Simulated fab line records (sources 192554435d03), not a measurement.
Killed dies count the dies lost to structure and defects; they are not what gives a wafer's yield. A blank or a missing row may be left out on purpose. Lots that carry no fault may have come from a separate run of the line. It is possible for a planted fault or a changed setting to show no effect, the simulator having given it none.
Split-lot study ; flow n5Finfet ; on a route of 1938 steps: 7 lots, 21 wafers read

== ABOUT THE SPLIT ==
At N5_BEOL_M2_ALD_98 (deposits SiO2, target thk 2.5 nm, pulse time 1 s, co reactant pulse time 1 s), the setting aldCycles was moved away from the recipe's 17 on 4 of the 21 wafers read, by -5.9% to +17.6%. This setting was run at the recipe's value on the other wafers.

Reading taken at the split's own step.

== THE READING ==
SiO2_of_BEOL_M2_ALD_98.thkNm (the simulator's own value, which no gauge read), in nm, at N5_BEOL_M2_ALD_98 (deposits SiO2, target thk 2.5 nm, pulse time 1 s, co reactant pulse time 1 s). No usual value for it is given in the file. Across the 17 wafers here that went through the recipe, the average is 2.5 nm and the standard deviation 0.091 nm.

wafer;tool, chamber at the split;aldCycles as run;against the recipe;SiO2_of_BEOL_M2_ALD_98.thkNm, nm;against lot-mates on the recipe
L077.3;aldSin-04, 1;20;+17.6%;3;+0.5
L077.5;aldSin-04, 3;17;recipe;2.4;-
L077.6;aldSin-04, 0;17;recipe;2.6;-
L079.1;aldSin-03, 1;17;recipe;2.6;-
L079.2;aldSin-03, 0,2;17;recipe;2.4;-
L079.4;aldSin-03, 0,2;17;recipe;2.4;-
L084.2;aldSin-03, 2,2,3;17;recipe;2.4;-
L084.4;aldSin-03, 2,2,3;17;recipe;2.4;-
L084.6;aldSin-03, 2,2,3;17;recipe;2.4;-
L087.1;aldSin-02, 1;17;recipe;2.4;-
L087.4;aldSin-02, 0;17;recipe;2.6;-
L087.6;aldSin-02, 3;20;+17.6%;3;+0.5
L089.1;aldSin-04, 0;17;recipe;2.4;-
L089.5;aldSin-04, 0;17;recipe;2.4;-
L089.4;aldSin-04, 1;16;-5.9%;2.4;+0.0
L091.3;aldSin-02, 0;17;recipe;2.6;-
L091.4;aldSin-02, 1,3;17;recipe;2.4;-
L091.6;aldSin-02, 1,3;17;recipe;2.4;-
L097.2;aldSin-04, 1;20;+17.6%;3;+0.5
L097.4;aldSin-04, 3;17;recipe;2.4;-
L097.6;aldSin-04, 2;17;recipe;2.6;-
Where a row lists several chambers, the file gives one row for several wafers and doesn't say which wafer went through which chamber.

THE FIT
A straight line over all 21 wafers: SiO2_of_BEOL_M2_ALD_98.thkNm changes by +0.0295 nm for each +1% of aldCycles; r = +0.91; the points scatter about the line by 0.09 nm.
The same after taking each lot's own level away (the mean of its wafers on the recipe; 21 wafers): +0.0268 nm for each +1%; r = +0.90; scatter 0.085 nm.
On that fit, the largest move of aldCycles shifts the reading by 0.47 nm.
The span of the lots' own levels, 2.40 to 2.50 nm, comes to 1.1 times the standard deviation stated above.
So the lot-to-lot level changes the slope: the two fits differ.
Check: with one of the wafers moved furthest among these (+17.6%) left out of the fit, the line predicts +0.476 nm for it against its lot-mates. Against them it came out at +0.5 nm.

== OTHER SPLITS APPLIED TO THESE WAFERS ==
Other splits were also applied to these wafers ahead of the reading. Each is held against what the fit with the lots' levels taken away leaves over:
other split on the same wafers;wafers away from the commonest value;r with SiO2_of_BEOL_M2_ALD_98.thkNm (lot level and that fit taken away)
N5_BEOL_M0_SAQP_SPACER1_ALD_98 aldCycles;6;-0.13
N5_BEOL_M0_SAQP_ETCH_106 targetDepthA;5;-0.01
N5_BEOL_M2_EXPOSE_08 doseMj;7;+0.33

== FILE'S OWN FIT ==
SiO2_of_BEOL_M2_ALD_98.thkNm changes by +0.0273 nm for each +1% of aldCycles, r = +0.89.
